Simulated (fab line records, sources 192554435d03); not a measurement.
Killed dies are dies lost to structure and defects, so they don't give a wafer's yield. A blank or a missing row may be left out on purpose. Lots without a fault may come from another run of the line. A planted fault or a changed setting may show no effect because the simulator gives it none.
Chamber matching | flow n5_finfet | N5_BEOL_M6_STRIP_19 on rie_diel-01: 4 sister chambers
The step strips in O2. 4 wafers are shown with their chamber, then 7 later ones without.

WAFERS WITH THEIR CHAMBER
wafer  | chamber | drypump_motor_current_A (A)
L082.1 | 2       | 5.7
L085.3 | 1       | 6.3
L087.3 | 0       | 4.8
L087.4 | 3       | 6.1

WAFERS WITHOUT THEIR CHAMBER
wafer  | drypump_motor_current_A (A)
L087.5 | 5.8
L090.1 | 6.1
L090.2 | 6.3
L090.6 | 5.7
L092.2 | 4.8
L092.4 | 6.3
L092.6 | 6.3

WHICH CHAMBER EACH WENT THROUGH
wafer  | from the rows above | in truth
L087.5 | 2                   | 2
L090.1 | 3                   | 3
L090.2 | 1                   | 1
L090.6 | 2                   | 2
L092.2 | 0                   | 0
L092.4 | 1                   | 1
L092.6 | 1                   | 1
Placed correctly: 7 of 7. Can't be placed from these rows: 0. Placed wrongly: 0.
How it was worked out, from the rows above alone: a wafer's distance from a chamber is the root of the sum, over the readings, of the square of ((its reading less the chamber's mean) divided by the reading's scatter). The wafer belongs to the nearest chamber; if the next one is less than 2 further off, it can't be placed. A chamber's mean is the mean of its shown wafers. The scatter: with one shown wafer a chamber, the root of the mean of the squares of how far each hidden wafer lies from its nearest shown one.
